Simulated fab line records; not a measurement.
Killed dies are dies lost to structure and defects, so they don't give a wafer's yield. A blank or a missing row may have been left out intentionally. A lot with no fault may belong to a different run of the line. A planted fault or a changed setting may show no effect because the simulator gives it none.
Matching of chambers | flow n5Finfet | N5_BEOL_M10_CURE_71 on uvCure-01 has 3 sister chambers
The step cures SiCOH lowk, time 240 s. 6 wafers are shown with their chamber, then 10 later ones without.

## WAFERS, EACH WITH ITS CHAMBER
wafer  | chamber | wafer_temp_C_max | lampPowerPct (%)
L076.5 | 1       | 385.8            | 52.39
L076.6 | 1       | 385.8            | 52.29
L079.3 | 2       | 386.4            | 52.31
L079.4 | 2       | 386.3            | 52.31
L084.1 | 0       | 386.3            | 52.27
L084.4 | 0       | 386.1            | 52.28

## WAFERS WITH NO CHAMBER GIVEN
wafer  | wafer_temp_C_max | lampPowerPct (%)
L084.5 | 386.7            | 52.29
L089.1 | 386.6            | 52.25
L089.2 | 387.0            | 52.25
L089.4 | 386.7            | 52.26
L095.2 | 385.7            | 52.25
L095.3 | 386.2            | 52.27
L095.6 | 386.1            | 52.35
L093.3 | 387.0            | 52.36
L093.4 | 387.0            | 52.26
L093.6 | 387.3            | 52.32

## CHAMBER TAKEN BY EACH
wafer  | from the rows above          | in truth
L084.5 | can't be placed: 2 or 0      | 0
L089.1 | can't be placed: 2 or 0      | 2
L089.2 | can't be placed: 2 or 0      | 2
L089.4 | can't be placed: 2 or 0      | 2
L095.2 | 1                            | 1
L095.3 | can't be placed: 0 or 2      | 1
L095.6 | can't be placed: 0 or 2 or 1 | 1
L093.3 | can't be placed: 2 or 0      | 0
L093.4 | can't be placed: 2 or 0      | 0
L093.6 | can't be placed: 2 or 0      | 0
1 of 10 placed correctly. Unplaceable from these rows: 9, with the true chamber sitting among the candidates in 8. Wrongly placed: 0.
How it was worked out, from the rows above alone: a wafer's distance from a chamber is the root of the sum, over the readings, of the square of ((its reading less the chamber's mean) divided by the reading's scatter). The wafer belongs to the nearest chamber; if the next one is less than 2 further off, it can't be placed. Each chamber's mean is taken over the wafers shown for it. The scatter: take each reading less its chamber's mean, square it, sum over the shown wafers, divide by the number of wafers less the number of chambers, and take the root.
